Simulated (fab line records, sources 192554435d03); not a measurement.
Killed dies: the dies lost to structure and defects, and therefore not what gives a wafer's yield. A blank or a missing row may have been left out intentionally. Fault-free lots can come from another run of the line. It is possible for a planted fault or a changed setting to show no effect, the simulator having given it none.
fab line records -- flow n5Finfet
record lots=10, wafers=30, lastDay=18
route steps=1938 shown BEOL_M0_SAQP@659 BEOL_M4@1111
lots that met no fault: taken from a fault-free run of the same line
startH: hours from the record's opening day to when the first of the lot's shown wafers began -- waitH: time in hours since the lot's previous step -- " as in the row above -- L1.1+2: a single row standing in for several wafers -- - no value present, or no start provided -- * or withheld: withheld -- < > ~ a bound
route shown NAME@n: names a module that has steps shown in the file, with the first one's number in the route -- usual: mean/standard deviation of fault-free wafers -- same: alike in all rows -- chamber/n: place in a boat -- sites: readings site by site -- _std_site: how widely they spread, as a standard deviation -- _edge_site: outer sites' mean less inner sites' -- radiusMm: how far each site lies from the wafer's centre -- mask NAME#n: copy n -- behind: the last tool/chamber to shape the wafer -- hold: what put the lot on hold/how long, in hours/how the hold closed -- device: whichever transistor did not switch (one of n, p or np) -- end of line: tests run on the same wafers once the route is complete -- for a step that has no rows: nothing shown but its recipe -- killed: count of dies lost to structure and defects at first sort (not the wafer's yield) -- map: the dies of a wafer, with x for killed, . for not killed, _ for no die there
set.NAME: the setting as run; set.NAME@STEP: as run at that earlier step -- model.NAME: the simulator's own value behind a step, which no gauge read
a sample of lots followed through the steps of the route, with each step as a table and each wafer as a row
services: when a tool's chamber went out of use (startH, in hours from the record's first day, below 0 if earlier), for how many hours, and the reason
## steps
# step N5_BEOL_M0_SAQP_STRIP_86
# recipe chemistry=N2/H2, powerW=500, tempC=40, pressureMtorr=50, rfFrequencyHz=6e+07, overashFraction=0.3, biasPowerW=28, h2Frac=0.5, n2FlowSccm=300, h2FlowSccm=300
# usual biasPowerW=28.01/0.085, drypumpMotorCurrentA=5.9/0.4, oesProductAu=0.76/0.074, rfVppV=122.0/1.5, showerheadPlenumPTorr=3.42/0.084, throttleValvePct=18.9/0.33
# same overashFraction=0.3
lot.wafer,tool,chamber,startH,waitH,biasPowerW,drypumpMotorCurrentA,oesProductAu,rfHoursCounterH,rfVppV,showerheadPlenumPTorr,throttleValvePct
L247.2,rieDiel-04,2,109.74,0.2,27.95,6.4,0.70,212,123.2,3.47,19.2
L247.5,rieDiel-04,1,109.74,0.2,27.98,6.3,0.76,-,122.3,3.50,18.4
L247.6,rieDiel-04,2,109.74,0.2,27.94,6.4,0.69,-,120.8,3.47,19.2
L250.1,rieDiel-04,1,128.49,0.1,28.05,6.3,0.76,127,124.6,3.50,18.4
L250.2,rieDiel-04,0,128.49,0.1,27.75,6.1,0.88,49,122.6,3.43,18.6
L250.5,rieDiel-04,0,128.49,0.1,27.91,6.1,0.88,-,122.5,3.43,18.6
L251.1,rieDiel-03,0,132.03,0.1,28.06,6.2,0.72,217,122.9,3.47,19.2
L251.4,rieDiel-03,0,132.03,0.1,27.94,6.2,0.70,-,122.1,3.47,19.2
L251.6,rieDiel-03,1,132.03,0.1,27.94,5.8,0.72,-,120.5,3.49,19.1
L254.2,rieDiel-06,1,152.77,0.1,28.01,5.3,0.76,131,121.0,3.37,19.3
L254.5,rieDiel-06,0,152.77,0.1,28.13,5.4,0.71,-,123.4,3.33,19.2
L254.6,rieDiel-06,1,152.77,0.1,27.90,5.3,0.76,-,121.4,3.37,19.3
L260.1,rieDiel-04,2,186.56,0.1,28.09,6.4,0.68,235,122.0,3.46,19.2
L260.4,rieDiel-04,0,186.56,0.1,27.88,6.1,0.84,69,120.1,3.42,18.6
L260.5,rieDiel-04,2,186.56,0.1,27.93,6.4,0.67,-,123.8,3.46,19.2
L261.1,rieDiel-06,1,191.62,0.1,27.98,5.3,0.76,143,120.9,3.37,19.4
L261.3,rieDiel-06,0,191.62,0.1,27.91,5.4,0.70,193,124.6,3.32,19.2
L261.6,rieDiel-06,3,191.62,0.1,28.03,6.0,0.71,-,122.6,3.21,19.1
L263.2,rieDiel-04,0,204.41,0.1,28.01,6.1,0.85,75,120.2,3.42,18.7
L263.4,rieDiel-04,1,204.41,0.1,28.03,6.4,0.74,152,122.0,3.48,18.5
L263.6,rieDiel-04,0,204.41,0.1,28.01,6.1,0.83,-,124.8,3.42,18.7
L268.1,rieDiel-06,3,230.75,0.2,27.88,6.0,0.70,215,120.7,3.20,19.1
L268.4,rieDiel-06,2,230.75,0.2,28.11,5.5,0.79,96,123.6,3.26,18.8
L268.5,rieDiel-06,2,230.75,0.2,27.98,5.5,0.78,-,121.6,3.26,18.8
L269.2,rieDiel-03,1,241.74,0.1,28.07,5.7,0.68,219,123.3,3.47,19.2
L269.4,rieDiel-03,1,241.74,0.1,28.09,5.7,0.68,-,122.7,3.47,19.2
L269.6,rieDiel-03,3,241.74,0.1,28.00,6.3,0.91,-,117.9,3.43,18.4
L270.4,rieDiel-03,3,250.96,0.0,28.11,6.4,0.91,20,121.6,3.43,18.4
L270.5,rieDiel-03,0,250.96,0.0,27.98,6.2,1.00,-,120.0,3.45,18.9
L270.6,rieDiel-03,3,250.96,0.0,27.95,6.3,0.90,-,122.8,3.43,18.4
# step N5_BEOL_M0_SAQP_RECESS_114
# recipe chemistry=HF/NH3, target=SiO2, targetDepthA=144, afsCycles=3, tempC=30, sublimationTempC=180, sublimationTimeS=60
# usual drypumpMotorCurrentA=5.8/0.44
lot.wafer,tool,chamber,startH,waitH,drypumpMotorCurrentA
L247.2,vaporEtch-01,0,109.88,0.0,5.6
L247.5,vaporEtch-01,1,109.88,0.0,5.1
L247.6,vaporEtch-01,0,109.88,0.0,5.6
L250.1,vaporEtch-02,1,128.63,0.0,6.0
L250.2,vaporEtch-02,0,128.63,0.0,6.3
L250.5,vaporEtch-02,1,128.63,0.0,6.0
L251.1,vaporEtch-02,1,132.17,0.0,6.0
L251.4,vaporEtch-02,1,132.17,0.0,6.0
L251.6,vaporEtch-02,1,132.17,0.0,6.0
L254.2,vaporEtch-02,0,152.90,0.0,6.3
L254.5,vaporEtch-02,1,152.90,0.0,6.0
L254.6,vaporEtch-02,0,152.90,0.0,6.3
L260.1,vaporEtch-01,1,186.69,0.0,5.1
L260.4,vaporEtch-01,1,186.69,0.0,5.1
L260.5,vaporEtch-01,0,186.69,0.0,5.6
L261.1,vaporEtch-01,0,191.75,0.0,5.6
L261.3,vaporEtch-01,0,191.75,0.0,5.6
L261.6,vaporEtch-01,0,191.75,0.0,5.6
L263.2,vaporEtch-02,0,204.60,0.1,6.3
L263.4,vaporEtch-02,0,204.60,0.1,6.2
L263.6,vaporEtch-02,1,204.60,0.1,6.0
L268.1,vaporEtch-01,0,230.88,0.0,5.6
L268.4,vaporEtch-01,0,230.88,0.0,5.6
L268.5,vaporEtch-01,0,230.88,0.0,5.6
L269.2,vaporEtch-02,0,241.87,0.0,6.3
L269.4,vaporEtch-02,1,241.87,0.0,6.0
L269.6,vaporEtch-02,0,241.87,0.0,6.2
L270.4,vaporEtch-02,0,251.21,0.1,6.2
L270.5,vaporEtch-02,0,251.21,0.1,6.2
L270.6,vaporEtch-02,1,251.21,0.1,6.0
# step N5_BEOL_M0_SAQP_RECESS_104
# recipe chemistry=HF/NH3, target=SiO2, targetDepthA=180, afsCycles=3, tempC=30, sublimationTempC=180, sublimationTimeS=60
# usual drypumpMotorCurrentA=5.8/0.43
lot.wafer,tool,chamber,startH,waitH,drypumpMotorCurrentA
L247.2,vaporEtch-02,0,111.87,0.1,6.2
L247.5,vaporEtch-02,1,111.87,0.1,6.0
L247.6,vaporEtch-02,0,111.87,0.1,6.2
L250.1,vaporEtch-02,1,130.14,0.1,6.0
L250.2,vaporEtch-02,0,130.14,0.1,6.2
L250.5,vaporEtch-02,1,130.14,0.1,6.0
L251.1,vaporEtch-02,0,133.49,0.1,6.2
L251.4,vaporEtch-02,1,133.49,0.1,6.0
L251.6,vaporEtch-02,0,133.49,0.1,6.3
L254.2,vaporEtch-01,1,154.35,0.1,5.0
L254.5,vaporEtch-01,0,154.35,0.1,5.6
L254.6,vaporEtch-01,1,154.35,0.1,5.0
L260.1,vaporEtch-01,1,190.21,0.1,5.0
L260.4,vaporEtch-01,0,190.21,0.1,5.6
L260.5,vaporEtch-01,1,190.21,0.1,5.1
L261.1,vaporEtch-02,1,193.87,0.1,6.0
L261.3,vaporEtch-02,0,193.87,0.1,6.3
L261.6,vaporEtch-02,1,193.87,0.1,6.0
L263.2,vaporEtch-02,1,206.92,0.1,6.0
L263.4,vaporEtch-02,0,206.92,0.1,6.2
L263.6,vaporEtch-02,0,206.92,0.1,6.2
L268.1,vaporEtch-02,0,232.20,0.1,6.2
L268.4,vaporEtch-02,0,232.20,0.1,6.2
L268.5,vaporEtch-02,1,232.20,0.1,6.0
L269.2,vaporEtch-02,0,243.19,0.1,6.2
L269.4,vaporEtch-02,0,243.19,0.1,6.3
L269.6,vaporEtch-02,1,243.19,0.1,6.0
L270.4,vaporEtch-02,1,252.96,0.2,6.0
L270.5,vaporEtch-02,0,252.96,0.2,6.3
L270.6,vaporEtch-02,1,252.96,0.2,6.0
# step N5_BEOL_M0_SAQP_COAT_87
# recipe resist=underlayer, tempC=205, timeS=60, spinRpm=1500, resistThkNm=5
# usual resistLineTempC=23.00/0.11, spinSpeedRpm=1499.8/0.83
lot.wafer,tool,chamber,startH,waitH,resistLineTempC,spinSpeedRpm
L247.2,lithoTrack-04,0,113.41,-,22.82,1501.1
L247.5,lithoTrack-04,0,113.41,-,22.77,1500.5
L247.6,lithoTrack-04,0,113.41,-,22.88,1499.4
L250.1,lithoTrack-05,0,131.82,-,23.00,1500.8
L250.2,lithoTrack-05,0,131.82,-,23.12,1501.4
L250.5,lithoTrack-05,0,131.82,-,23.04,1500.5
L251.1,lithoTrack-05,0,135.03,-,22.89,1500.6
L251.4,lithoTrack-05,0,135.03,-,23.09,1499.7
L251.6,lithoTrack-05,0,135.03,-,23.10,1500.2
L254.2,lithoTrack-05,0,156.20,-,23.04,1498.7
L254.5,lithoTrack-05,0,156.20,-,22.93,1499.2
L254.6,lithoTrack-05,0,156.20,-,23.01,1500.0
L260.1,lithoTrack-05,0,192.83,-,23.16,1386.2
L260.4,lithoTrack-05,0,192.83,-,22.85,1386.7
L260.5,lithoTrack-05,0,192.83,-,23.05,1386.5
L261.1,lithoTrack-05,0,195.55,-,22.97,1387.7
L261.3,lithoTrack-05,0,195.55,-,23.06,1387.3
L261.6,lithoTrack-05,0,195.55,-,23.07,1386.6
L263.2,lithoTrack-04,0,208.61,-,22.84,1500.0
L263.4,lithoTrack-04,0,208.61,-,23.11,1500.3
L263.6,lithoTrack-04,0,208.61,-,23.03,1499.8
L268.1,lithoTrack-04,0,233.97,-,23.13,1499.3
L268.4,lithoTrack-04,0,233.97,-,23.12,1498.6
L268.5,lithoTrack-04,0,233.97,-,23.23,1500.5
L269.2,lithoTrack-04,0,245.01,-,22.76,1499.8
L269.4,lithoTrack-04,0,245.01,-,23.06,1499.9
L269.6,lithoTrack-04,0,245.01,-,23.02,1500.2
L270.4,lithoTrack-04,0,255.95,-,23.04,1500.2
L270.5,lithoTrack-04,0,255.95,-,22.96,1500.0
L270.6,lithoTrack-04,0,255.95,-,22.96,1498.9
# step N5_BEOL_M4_RC_MEAS_101
# usual DIBL_N=36.3/1.8, DIBL_P=36.5/2.1, IOFF_N=0.16/0.031, IOFF_P=0.22/0.038, ION_N=677/12, ION_P=466/7.8, SS_N=71.5/0.61, SS_P=73.2/0.7, VT_N=249/3, VT_P=-248.9/3
lot.wafer,tool,chamber,startH,waitH,DIBL_N[mV/V],DIBL_P[mV/V],IOFF_N[nA/um],IOFF_P[nA/um],ION_N[uA/um],ION_P[uA/um],SS_N[mV/dec],SS_P[mV/dec],VT_N[mV],VT_P[mV]
L247.2,prober-02,0,187.03,1.1,34.6,35.1,0.14,0.22,676,472,71.2,73.5,251,-245.7
L247.5,prober-02,0,187.03,1.1,36.4,37.0,0.17,0.24,682,474,70.5,73.3,246,-246.0
L247.6,prober-02,0,187.03,1.1,34.8,34.2,0.13,0.21,662,464,71.4,72.3,252,-249.5
L250.1,prober-02,0,201.17,0.8,35.9,36.8,0.15,0.20,667,456,72.2,73.3,250,-249.2
L250.2,prober-02,0,201.17,0.8,36.7,37.7,0.17,0.22,664,459,72.4,73.4,252,-251.5
L250.5,prober-02,0,201.17,0.8,36.4,37.2,0.16,0.20,687,463,71.9,73.5,248,-251.7
L251.1,prober-02,0,207.06,0.0,38.6,37.6,0.19,0.25,681,468,71.4,74.4,248,-248.4
L251.4,prober-02,0,207.06,0.0,36.0,36.0,0.16,0.23,691,473,71.2,73.8,247,-246.6
L251.6,prober-02,0,207.06,0.0,37.0,36.9,0.17,0.23,694,472,70.9,73.6,248,-249.9
L254.2,prober-02,0,217.02,0.2,35.5,37.0,0.17,0.27,689,478,71.1,73.5,246,-243.1
L254.5,prober-02,0,217.02,0.2,34.6,35.8,0.15,0.24,687,480,71.0,72.2,249,-246.4
L254.6,prober-02,0,217.02,0.2,39.3,42.0,0.28,0.38,708,488,72.2,73.6,238,-240.6
L260.1,prober-01,0,263.90,0.0,37.1,35.6,0.15,0.21,672,465,72.3,73.7,253,-248.6
L260.4,prober-01,0,263.90,0.0,38.7,37.7,0.19,0.25,687,471,72.5,73.8,250,-247.8
L260.5,prober-01,0,263.90,0.0,38.9,38.3,0.18,0.27,679,467,72.9,73.5,250,-247.4
L261.1,prober-02,0,267.05,0.0,36.2,36.2,0.15,0.23,666,464,71.3,73.1,252,-248.3
L261.3,prober-02,0,267.05,0.0,35.5,36.1,0.15,0.22,679,474,71.7,73.5,247,-250.4
L261.6,prober-02,0,267.05,0.0,39.4,40.5,0.21,0.32,687,479,71.9,73.8,244,-243.2
L263.2,prober-01,0,267.33,0.2,36.0,35.1,0.14,0.21,665,461,70.5,71.8,251,-251.0
L263.4,prober-01,0,267.33,0.2,35.6,34.4,0.13,0.20,664,459,71.0,72.4,253,-252.6
L263.6,prober-01,0,267.33,0.2,37.9,37.3,0.18,0.24,685,462,71.1,73.0,249,-247.0
L268.1,prober-02,0,307.68,0.0,32.2,32.2,0.10,0.15,641,449,70.8,72.1,256,-254.0
L268.4,prober-02,0,307.68,0.0,32.5,32.5,0.11,0.15,671,462,70.4,72.4,255,-252.8
L268.5,prober-02,0,307.68,0.0,33.8,33.8,0.12,0.17,650,453,70.7,72.5,253,-252.0
L270.4,prober-01,0,313.39,0.5,34.1,35.5,0.14,0.20,680,469,71.8,72.6,250,-250.0
L270.5,prober-01,0,313.39,0.5,34.1,34.8,0.14,0.19,661,457,71.4,72.4,249,-249.1
L270.6,prober-01,0,313.39,0.5,38.3,40.8,0.23,0.31,698,477,71.7,73.5,245,-246.5
L269.2,prober-01,0,316.46,0.2,36.1,36.8,0.17,0.23,682,469,71.8,73.2,248,-249.1
L269.4,prober-01,0,316.46,0.2,36.2,36.5,0.16,0.23,682,475,71.7,72.9,248,-246.7
L269.6,prober-01,0,316.46,0.2,36.2,37.3,0.16,0.25,683,467,71.4,73.1,249,-244.5
## services
tool,chamber,startH,hours,kind
rieDiel-03,2,91.92,5.7,repair
rieDiel-03,2,104.37,62.3,repair
rieDiel-04,-,122.71,2.8,pm
rieDiel-03,3,166.76,-,clean
rieDiel-03,3,166.76,-,consumableReplace:focusRing
rieDiel-03,3,166.76,20.0,scheduledDown
rieDiel-03,3,166.76,20.0,ventCycle
rieDiel-06,0,211.47,8.5,repair
rieDiel-03,0,224.48,-,clean
rieDiel-03,0,224.48,-,consumableReplace:focusRing
rieDiel-03,0,224.48,20.7,scheduledDown
rieDiel-03,0,224.48,20.7,ventCycle
rieDiel-04,2,234.06,-,clean
rieDiel-04,2,234.06,-,consumableReplace:focusRing
rieDiel-04,2,234.06,14.5,scheduledDown
rieDiel-04,2,234.06,14.5,ventCycle
vaporEtch-01,-,249.84,13.8,repair
## key
firstSign step=N5_BEOL_M0_SAQP_COAT_87, reading=spinSpeedRpm, direction=down, sigmas=99+, usual=*, struck=*
effect none on later readings
metAt N5_BEOL_M0_SAQP_COAT_87
struckLots L260,L261
notActingAt N5_BEOL_M0_SAQP_STRIP_86,N5_BEOL_M0_SAQP_RECESS_114,N5_BEOL_M0_SAQP_RECESS_104
onsetBetween 156.20 192.83
fault kind=processParameterDrift, tool=lithoTrack-05, chamber=-, onsetH=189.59, steps=N5_BEOL_M0_SAQP_COAT_87, channel=spinRpm, offset=*, shape=step, endH=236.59, actsIn=*, stated=*
